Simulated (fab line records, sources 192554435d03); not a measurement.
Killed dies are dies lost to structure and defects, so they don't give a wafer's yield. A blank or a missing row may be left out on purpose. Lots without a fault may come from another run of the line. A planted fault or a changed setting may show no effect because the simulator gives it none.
A struck lot beside a sound one | flow n5_finfet | 37 steps out of a route of 1938
Sound: wafers L702.4, L702.5, L702.6. Struck: wafer L708.6. (L708.1 of the same lot was not struck and is left out.) The cause comes at the end.
At each step with rows: each side's tool, then ch and its chambers, then its first start. Under that, the readings that differ: sound wafers | struck wafers | difference of the means | sigmas: that difference in standard deviations of wafers without a fault.
alike: readings whose means differ by less than 2 such deviations, and words and numbers that are the same on both sides. not compared: withheld readings, readings that some wafer has no value for, bounds like >300 that may hide the same value, and numbers for which the record gives no deviation and whose values overlap.
The two part at a step that has a row with sigmas, a row that says differs or no value, or rows on one side only. Numbers that don't overlap but have no deviation are shown without sigmas and don't part them. A reading that every wafer of one side lacks parts them only if that side has two wafers or more.

first, 10 steps without rows for these wafers: N5_BEOL_M0_SAQP_DESCUM_19 (chemistry O2, time 7.9 s); N5_BEOL_M0_SAQP_ETCH_83 (etches SiARC in CF4, target depth 39 nm, time 65 s); N5_BEOL_M0_SAQP_ETCH_84 (etches SOC in N2/H2, target depth 100 nm, overetch 20 nm, time 150 s); N5_BEOL_M0_SAQP_STRIP_80 (strips in N2/H2); N5_BEOL_M0_SAQP_HM_OPEN_112 (chemistry CHF3/O2, target SiO2, stops on a-Si, target depth 12 nm, time 13.5 s); N5_BEOL_M0_SAQP_STRIP_113 (strips in CHF3/O2); N5_BEOL_M0_SAQP_MANDREL_ETCH_20 (etches a-Si in HBr/Cl2, stops on SiNx, target depth 60 nm, bt time 10 s, time 30 s); N5_BEOL_M0_SAQP_STRIP_86 (strips in N2/H2); N5_BEOL_M0_SAQP_STRIP_115 (strips in post etch residue remover, time 60 s); N5_BEOL_M0_SAQP_SRD_93 (time 30 s).
N5_BEOL_M0_SAQP_RECESS_114: chemistry HF/NH3, target SiO2, target depth 14.4 nm, afs cycles 3, sublimation time 60 s.
  sound on vapor_etch-01 ch 0,1, day 5 21:33; struck on vapor_etch-01 ch 0, day 7 02:53
  alike: drypump_motor_current_A, temp_c
then, 24 steps without rows for these wafers: N5_BEOL_M0_SAQP_SPACER1_ALD_98 (deposits SiO2, target thk 12.8 nm, pulse time 1 s, purge time 2 s); N5_BEOL_M0_SAQP_SPACER1_ETCHBACK_99 (etches SiO2 in CHF3/O2, target depth 15.4 nm, time 7.7 s); N5_BEOL_M0_SAQP_MANDREL1_REMOVE_100 (chemistry HBr/Cl2/O2, target a-Si, stops on SiNx, bt time 10 s); N5_BEOL_M0_SAQP_ETCH_101 (etches SiNx in CH3F/O2, target depth 29.9 nm, time 42.7 s); N5_BEOL_M0_SAQP_ETCH_102 (etches SiO2 in CF4, target depth 4 nm, time 4.4 s); N5_BEOL_M0_SAQP_MANDREL_ETCH_103 (etches a-Si in HBr/Cl2, stops on SiCN, target depth 45 nm, bt time 10 s, time 27 s); N5_BEOL_M0_SAQP_RECESS_104 (chemistry HF/NH3, target SiO2, target depth 18 nm, afs cycles 3, sublimation time 60 s); N5_BEOL_M0_SAQP_COAT_105 (time 60 s, resist thk 100 nm); N5_BEOL_M0_SAQP_ETCH_106 (etches SOC in N2/H2, stops on SiNx, target depth 150 nm); N5_BEOL_M0_SAQP_ETCH_107 (etches SiNx in CH3F/O2, target depth 30 nm); N5_BEOL_M0_SAQP_STRIP_108 (strips in N2/H2); N5_BEOL_M0_SAQP_RECESS_109 (chemistry HF/NH3, target SiO2, target depth 3 nm, afs cycles 1, sublimation time 60 s); N5_BEOL_M0_SAQP_SPACER2_ALD_26 (deposits SiO2, target thk 15 nm, pulse time 1 s, purge time 2 s); N5_BEOL_M0_SAQP_SPACER2_ETCHBACK_27 (etches SiO2 in CHF3/O2, target depth 22.5 nm, time 11.25 s); N5_BEOL_M0_SAQP_MANDREL2_REMOVE_110 (chemistry HBr/Cl2/O2, target a-Si, stops on SiCN, bt time 10 s); N5_BEOL_M0_SAQP_COAT_69 (time 60 s, resist thk 90 nm); N5_BEOL_M0_SAQP_COAT_72 (time 60 s, resist thk 15 nm); N5_BEOL_M0_SAQP_COAT_87 (time 60 s, resist thk 5 nm); N5_BEOL_M0_SAQP_COAT_34 (resist thk 30 nm); N5_BEOL_M0_SAQP_EBR_36; N5_BEOL_M0_SAQP_SOFTBAKE_35 (time 60 s); N5_BEOL_M0_SAQP_EXPOSE_37 (exposes mask M0 CUT1, target cd 30 nm); N5_BEOL_M0_SAQP_PEB_38 (peb time 60 s); N5_BEOL_M0_SAQP_DEVELOP_39 (develop time 30 s).
-- the record jumps here: 2 days lie between the struck wafers' starts before and after (it left off in module BEOL_M0_SAQP and takes up again in module BEOL_M4, whose first step shown is number 1111 of the route) --
N5_BEOL_M4_RC_MEAS_101:
  sound on prober-01 ch 0, day 7 23:15; struck on prober-02 ch 0, day 9 14:49
  alike: DIBL_N, DIBL_P, IOFF_N, IOFF_P, ION_N, ION_P, SS_N, SS_P, VT_N, VT_P
-- the record jumps here: 4 days lie between the struck wafers' starts before and after (it left off in module BEOL_M4 and takes up again in module PASSIVATION, whose first step shown is number 1936 of the route) --
N5_PASSIVATION_PROBE_49:
  sound on prober-01, day 12 12:10; struck on prober-01, day 13 18:03
  reading                  | sound          | struck | difference | sigmas
  defect_limited_yield (%) | 89.1 90.0 87.6 | 84.9   | -4.0       | -3
  killed_at_M0_to_M3       | 30 45 55       | 86     | +43        | +5
  killed_dies              | 129 118 146    | 178    | +47        | +3
  sort_n_pass              | 1051 1062 1034 | 1002   | -47        | -3
  sort_yield_pct (%)       | 89.1 90.0 87.6 | 84.9   | -4.0       | -3
  alike: killed_at_M4_up, killed_at_contacts, killed_at_front_end, killed_at_other, killed_open, killed_short, sort_bin_5_function, sort_bin_6_memory, sort_bin_8_speed

WHERE THEY PART
Only at N5_PASSIVATION_PROBE_49, within this record.

WHY: what the simulator had put in
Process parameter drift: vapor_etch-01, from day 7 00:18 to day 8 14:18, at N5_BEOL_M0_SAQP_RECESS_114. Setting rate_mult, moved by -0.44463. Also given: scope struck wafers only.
